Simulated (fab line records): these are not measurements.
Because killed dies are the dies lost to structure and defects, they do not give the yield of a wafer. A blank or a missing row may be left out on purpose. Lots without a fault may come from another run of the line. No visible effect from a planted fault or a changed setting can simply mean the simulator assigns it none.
Matching of chambers :: flow nandHarc :: 4 sister chambers for NHARC_A_DECK1_JOINT_ETCHBACK_00 on rieSi-02
The step etches the open film in HBr, target depth 30 nm, time 17.4 s. 4 wafers are shown with their chamber, then 8 later ones without.

WAFERS, EACH WITH ITS CHAMBER
wafer: L079.1
chamber: 0
drypumpMotorCurrentA (A): 5.8

wafer: L084.4
chamber: 2
drypumpMotorCurrentA (A): 5.8

wafer: L084.6
chamber: 3
drypumpMotorCurrentA (A): 5.7

wafer: L090.1
chamber: 1
drypumpMotorCurrentA (A): 5.5

WAFERS WITH NO CHAMBER GIVEN
wafer: L090.2
drypumpMotorCurrentA (A): 5.7

wafer: L090.3
drypumpMotorCurrentA (A): 5.8

wafer: L093.1
drypumpMotorCurrentA (A): 5.5

wafer: L093.2
drypumpMotorCurrentA (A): 5.7

wafer: L093.4
drypumpMotorCurrentA (A): 5.8

wafer: L097.2
drypumpMotorCurrentA (A): 5.6

wafer: L097.4
drypumpMotorCurrentA (A): 5.7

wafer: L097.6
drypumpMotorCurrentA (A): 5.8

WHICH CHAMBER EACH WENT THROUGH
wafer: L090.2
from the rows above: 3
in truth: 3

wafer: L090.3
from the rows above: can't be placed: 0 or 2
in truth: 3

wafer: L093.1
from the rows above: 1
in truth: 1

wafer: L093.2
from the rows above: 3
in truth: 3

wafer: L093.4
from the rows above: can't be placed: 0 or 2
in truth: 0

wafer: L097.2
from the rows above: can't be placed: 1 or 3
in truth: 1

wafer: L097.4
from the rows above: 3
in truth: 3

wafer: L097.6
from the rows above: can't be placed: 0 or 2
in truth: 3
4 of 8 placed correctly. These rows do not allow placing 4 (true chamber among the candidates in 2). Placed wrongly: 0.
How it was worked out, from the rows above alone: a wafer's distance from a chamber is the root of the sum, over the readings, of the square of ((its reading less the chamber's mean) divided by the reading's scatter). The wafer belongs to the nearest chamber; if the next one is less than 2 further off, it can't be placed. A chamber's mean is the mean of its shown wafers. The scatter (one wafer shown for each chamber): square how far every hidden wafer sits from the nearest shown wafer, average those squares and take the square root.
